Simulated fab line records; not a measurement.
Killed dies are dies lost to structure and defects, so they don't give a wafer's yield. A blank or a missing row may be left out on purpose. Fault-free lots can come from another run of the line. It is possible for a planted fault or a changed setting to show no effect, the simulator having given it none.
Chamber matching / flow n5 finfet / 4 sister chambers for N5_BEOL_M12_VIA_ETCH_16 on rie diel-05
The step etches SiOC in C4F8/O2/Ar, target depth 724.8 nm. 4 wafers are shown with their chamber, then 8 later ones without.

== EACH WAFER AND ITS CHAMBER ==
wafer=L082.1; chamber=1; drypump motor current A (A)=5.2
wafer=L087.1; chamber=2; drypump motor current A (A)=6.3
wafer=L087.3; chamber=3; drypump motor current A (A)=5.6
wafer=L090.2; chamber=0; drypump motor current A (A)=6.0

== WAFERS WHOSE CHAMBER IS MISSING ==
wafer=L090.4; drypump motor current A (A)=5.2
wafer=L090.6; drypump motor current A (A)=6.3
wafer=L094.2; drypump motor current A (A)=5.6
wafer=L094.3; drypump motor current A (A)=5.2
wafer=L094.5; drypump motor current A (A)=5.6
wafer=L097.1; drypump motor current A (A)=6.3
wafer=L097.3; drypump motor current A (A)=5.6
wafer=L097.6; drypump motor current A (A)=6.4

== CHAMBER TAKEN BY EACH ==
wafer=L090.4; from the rows above=1; in truth=1
wafer=L090.6; from the rows above=2; in truth=2
wafer=L094.2; from the rows above=3; in truth=3
wafer=L094.3; from the rows above=1; in truth=1
wafer=L094.5; from the rows above=3; in truth=3
wafer=L097.1; from the rows above=2; in truth=2
wafer=L097.3; from the rows above=3; in truth=3
wafer=L097.6; from the rows above=2; in truth=2
Placed correctly: 8 of 8. Can't be placed from these rows: 0. Placed wrongly: 0.
How it was worked out, from the rows above alone: a wafer's distance from a chamber is the root of the sum, over the readings, of the square of ((its reading less the chamber's mean) divided by the reading's scatter). The wafer belongs to the nearest chamber; if the next one is less than 2 further off, it can't be placed. For every chamber, the mean is computed from those of its wafers that are shown. The scatter (one wafer shown for each chamber): square how far every hidden wafer sits from the nearest shown wafer, average those squares and take the square root.
